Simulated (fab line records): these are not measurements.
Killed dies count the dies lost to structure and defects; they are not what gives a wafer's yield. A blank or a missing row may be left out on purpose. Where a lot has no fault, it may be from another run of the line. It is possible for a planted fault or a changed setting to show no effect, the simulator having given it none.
Split-lot experiment + flow n5Finfet + 21 wafers read across 7 lots, on a route 1938 steps long

== ABOUT THE SPLIT ==
At N5_BEOL_M2_EXPOSE_08 (exposes mask M2), the setting doseMj was moved away from the recipe's 41.25 on 8 of the 21 wafers read, by -6.6% to +7.0%. For the rest of the wafers, this setting stayed at what the recipe calls for.

== FROM THE SPLIT TO THE READING: what the file shows between them, 2 steps ==
- N5_BEOL_M2_PEB_09: peb time 60 s
- N5_BEOL_M2_DEVELOP_10: develop time 30 s

== THE READING ==
Shown in nm: cdNm at N5_BEOL_M2_CD_MEAS_11, with target cd 16.79 nm. Fault-free wafers of this fab line usually give 16.77 nm, standard deviation 0.25 nm.

| wafer  | tool, chamber at the split | doseMj as run | against the recipe | cdNm, nm | against lot-mates on the recipe |
|--------|----------------------------|---------------|--------------------|----------|---------------------------------|
| L076.3 | euvScanner-01, 0           | 39.24         | -4.9%              | 15.56    | -1.21                           |
| L076.5 | euvScanner-01, 0           | 41.25         | recipe             | 16.77    | -                               |
| L076.6 | euvScanner-01, 0           | 39.24         | -4.9%              | 15.59    | -1.18                           |
| L080.2 | euvScanner-02, 0           | 44.15         | +7.0%              | 18.10    | no lot-mate on the recipe       |
| L080.5 | euvScanner-02, 0           | 44.15         | +7.0%              | 18.53    | no lot-mate on the recipe       |
| L080.6 | euvScanner-02, 0           | 44.15         | +7.0%              | 18.42    | no lot-mate on the recipe       |
| L082.3 | euvScanner-02, 0           | 41.25         | recipe             | 16.70    | -                               |
| L082.5 | euvScanner-02, 0           | 41.25         | recipe             | 16.72    | -                               |
| L082.6 | euvScanner-02, 0           | 41.25         | recipe             | 16.78    | -                               |
| L084.1 | euvScanner-02, 0           | 38.51         | -6.6%              | 14.72    | -1.82                           |
| L084.2 | euvScanner-02, 0           | 38.51         | -6.6%              | 15.05    | -1.49                           |
| L084.6 | euvScanner-02, 0           | 41.25         | recipe             | 16.54    | -                               |
| L094.1 | euvScanner-02, 0           | 41.25         | recipe             | 16.41    | -                               |
| L094.4 | euvScanner-02, 0           | 41.25         | recipe             | 16.43    | -                               |
| L094.5 | euvScanner-02, 0           | 41.25         | recipe             | 16.75    | -                               |
| L089.1 | euvScanner-02, 0           | 41.25         | recipe             | 16.54    | -                               |
| L089.4 | euvScanner-02, 0           | 39.33         | -4.7%              | 15.40    | -1.25                           |
| L089.6 | euvScanner-02, 0           | 41.25         | recipe             | 16.76    | -                               |
| L091.3 | euvScanner-01, 0           | 41.25         | recipe             | 16.94    | -                               |
| L091.4 | euvScanner-01, 0           | 41.25         | recipe             | 16.79    | -                               |
| L091.5 | euvScanner-01, 0           | 41.25         | recipe             | 16.92    | -                               |

THE FIT
A straight line over all 21 wafers: cdNm changes by +0.248 nm for each +1% of doseMj; r = +0.98; the points scatter about the line by 0.18 nm.
The same after taking each lot's own level away (the mean of its wafers on the recipe; 18 wafers): +0.25 nm for each +1%; r = +0.99; scatter 0.11 nm.
On that fit, the largest move of doseMj shifts the reading by 1.8 nm.
Across the lots, their own levels run from 16.530 to 16.883 nm, a range of 1.4 times the standard deviation given above.
The two slopes agree, so the slope changes little with the lot-to-lot level.
Check: with one of the wafers moved furthest among these (-6.6%) left out of the fit, the line predicts -1.6 nm for it against its lot-mates. It came out at -1.82 nm against them.

== FURTHER SPLITS ON THESE WAFERS ==
These wafers also went through other splits before the reading. Each is held against what the fit with the lots' levels taken away leaves over:
| other split on the same wafers              | wafers away from the commonest value | r with cdNm (lot level and that fit taken away) |
|---------------------------------------------|--------------------------------------|-------------------------------------------------|
| N5_ZERO_LAYER_EXPOSE_08 doseMj              | 3                                    | +0.22                                           |
| N5_ZERO_LAYER_DEVELOP_10 developTimeS       | 4                                    | +0.20                                           |
| N5_FIN_SAQP_SPACER1_ALD_24 tempC            | 6                                    | +0.15                                           |
| N5_DUMMY_GATE_DESCUM_20 timeS               | 6                                    | -0.22                                           |
| N5_GATE_CUT_ALD_22 aldCycles                | 7                                    | +0.23                                           |
| N5_MOL_CONTACT_COAG_CONTACT_ETCH_14 sourceW | 9                                    | +0.13                                           |
| N5_BEOL_M0_SAQP_PECVD_00 timeS              | 8                                    | -0.01                                           |
| N5_BEOL_M0_SAQP_PECVD_04 timeS              | 7                                    | -0.27                                           |
| N5_BEOL_M0_SAQP_COAT_82 spinRpm             | 7                                    | +0.12                                           |
| N5_BEOL_M1_COAT_22 spinRpm                  | 4                                    | -0.14                                           |

== THE WHOLE CHAIN: every reading that the file lists as answering this split, in the file's order ==
| step                  | what it does                                                | reading                                                             | change (the file's fit)               | r (the file's) |
|-----------------------|-------------------------------------------------------------|---------------------------------------------------------------------|---------------------------------------|----------------|
| N5_BEOL_M2_CD_MEAS_11 | target cd 16.79 nm                                          | cdNm                                                                | +0.253 nm for each +1% of the setting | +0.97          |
| N5_BEOL_M2_ETCH_74    | etches underlayer in N2/H2, target depth 6.5 nm, time 5.2 s | BEOL_M2.cdOffsetNm (the simulator's own value, which no gauge read) | +0.216 nm for each +1% of the setting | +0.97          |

== FILE'S OWN FIT ==
cdNm changes by +0.253 nm for each +1% of doseMj, r = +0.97.
